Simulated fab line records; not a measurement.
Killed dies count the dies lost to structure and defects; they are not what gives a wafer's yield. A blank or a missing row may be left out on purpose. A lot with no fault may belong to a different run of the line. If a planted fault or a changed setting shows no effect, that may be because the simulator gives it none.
Comparing a struck lot with a sound one    flow n5Finfet    36 out of 1938 route steps
Sound: wafers L387.2, L387.3, L387.5. Wafers struck: L400.1, L400.3. Last of all comes the cause.
Each step with rows lists, per side, the tool, then ch with its chambers, then its first start. Under that, the readings that differ: sound wafers    struck wafers    difference of the means    sigmas: that difference in standard deviations of wafers without a fault.
alike: readings whose means differ by less than 2 such deviations, and words and numbers that are the same on both sides. not compared: withheld readings, readings that some wafer has no value for, bounds like >300 that may hide the same value, and numbers for which the record gives no deviation and whose values overlap.
The two part at a step that has a row with sigmas, a row that says differs or no value, or rows on one side only. When numbers do not overlap yet have no deviation, they are printed without sigmas and do not part them. Lack of a reading on every wafer of one side parts them only where that side has two or more wafers.

first, 9 steps without rows for these wafers: N5_PMOS_HMC_CHANNEL_EPI_EPI_26 (deposits Si from SiH4/H2, target thk 3.8 nm, time 22.7 s); N5_FIN_SAQP_PRECLEAN_42 (cleans in O3/DIW, time 60 s); N5_FIN_SAQP_PRECLEAN_00 (cleans in SC1, time 60 s); N5_FIN_SAQP_PRECLEAN_44 (cleans in SC2, time 45 s); N5_FIN_SAQP_SRD_01 (time 30 s); N5_FIN_SAQP_ALD_61 (deposits SiO2, target thk 4 nm, pulse time 1 s, purge time 2 s); N5_FIN_SAQP_DENSIFY_62 (time 60 s); N5_FIN_SAQP_HM_DEP_03 (deposits SiNx from SiH4/NH3/N2, target thk 38 nm, time 33.6 s); N5_FIN_SAQP_PECVD_47 (deposits a-Si from SiH4/He, target thk 45 nm, time 36.3 s).
N5_FIN_SAQP_PECVD_48: deposits SiNx from SiH4/NH3/N2, target thk 25 nm, time 22.1 s.
  sound on pecvd-01 ch 0,1,2, day 3 03:32; struck on pecvd-01 ch 1,2, day 6 08:53
reading                                     sound              struck       difference  sigmas
model.SiNx_of_FIN_SAQP_PECVD_48.thkNm (nm)  25.13 24.93 24.79  28.86 27.96  +3.46       
  alike: heaterPowerW, showerheadPlenumPTorr, throttleValvePct
then, 24 steps without rows for these wafers: N5_FIN_SAQP_PECVD_06 (deposits a-Si from SiH4/He, target thk 60 nm, time 48.1 s); N5_FIN_SAQP_HM_DEP_72 (deposits SiO2 from SiH4/N2O, target thk 12 nm, time 7.2 s); N5_FIN_SAQP_COAT_49 (time 60 s, resist thk 100 nm); N5_FIN_SAQP_COAT_50 (time 60 s, resist thk 35 nm); N5_FIN_SAQP_COAT_10 (resist thk 90 nm); N5_FIN_SAQP_EBR_12; N5_FIN_SAQP_SOFTBAKE_11 (time 60 s); N5_FIN_SAQP_EXPOSE_13 (exposes mask FIN CORE, target cd 35.6 nm); N5_FIN_SAQP_PEB_14 (peb time 60 s); N5_FIN_SAQP_DEVELOP_15 (develop time 30 s); N5_FIN_SAQP_DESCUM_21 (chemistry O2, time 7.9 s); N5_FIN_SAQP_ETCH_51 (etches SiARC in CF4, target depth 45.5 nm, time 75.8 s); N5_FIN_SAQP_ETCH_52 (etches SOC in N2/H2, target depth 100 nm, overetch 20 nm, time 150 s); N5_FIN_SAQP_STRIP_53 (strips in N2/H2); N5_FIN_SAQP_HM_OPEN_73 (chemistry CHF3/O2, target SiO2, stops on a-Si, target depth 12 nm, time 16.8 s); N5_FIN_SAQP_STRIP_74 (strips in CHF3/O2); N5_FIN_SAQP_MANDREL_ETCH_22 (etches a-Si in HBr/Cl2, stops on SiNx, target depth 60 nm, bt time 10 s, time 30 s); N5_FIN_SAQP_STRIP_55 (strips in N2/H2); N5_FIN_SAQP_STRIP_23 (strips in SPM, time 750 s); N5_FIN_SAQP_SRD_66 (time 30 s); N5_FIN_SAQP_RECESS_75 (chemistry HF/NH3, target SiO2, target depth 14.4 nm, afs cycles 3, sublimation time 60 s); N5_FIN_SAQP_SPACER1_ALD_24 (deposits SiO2, target thk 20.3 nm, pulse time 1 s, purge time 2 s); N5_FIN_SAQP_SPACER1_ETCHBACK_25 (etches SiO2 in CHF3/O2, target depth 24.4 nm, time 12.2 s); N5_FIN_SAQP_MANDREL1_REMOVE_56 (chemistry HBr/Cl2/O2, target a-Si, stops on SiNx, bt time 10 s).
N5_FIN_SAQP_ETCH_57: etches SiNx in CH3F/O2, target depth 32.5 nm, time 46.4 s.
  sound on rieDiel-03 ch 0,2, day 3 06:40; struck on rieDiel-03 ch 1,2, day 6 11:48
reading                  sound              struck       difference  sigmas
etchRfOnTimeS (s)        46.9 46.4 45.9     53.7 49.8    +5.4        +5
model.etch.depthNm (nm)  24.99 24.85 24.71  28.86 27.96  +3.56       
  alike: drypumpMotorCurrentA, oesProductAu, rfVppV, showerheadPlenumPTorr, throttleValvePct
  not compared: rfHoursCounterH
next, for these wafers, 1 step has no rows: N5_PASSIVATION_PROBE_49.

== WHERE THEY PART ==
Only at N5_FIN_SAQP_ETCH_57, as far as this record shows.

WHY: the cause the simulator had injected
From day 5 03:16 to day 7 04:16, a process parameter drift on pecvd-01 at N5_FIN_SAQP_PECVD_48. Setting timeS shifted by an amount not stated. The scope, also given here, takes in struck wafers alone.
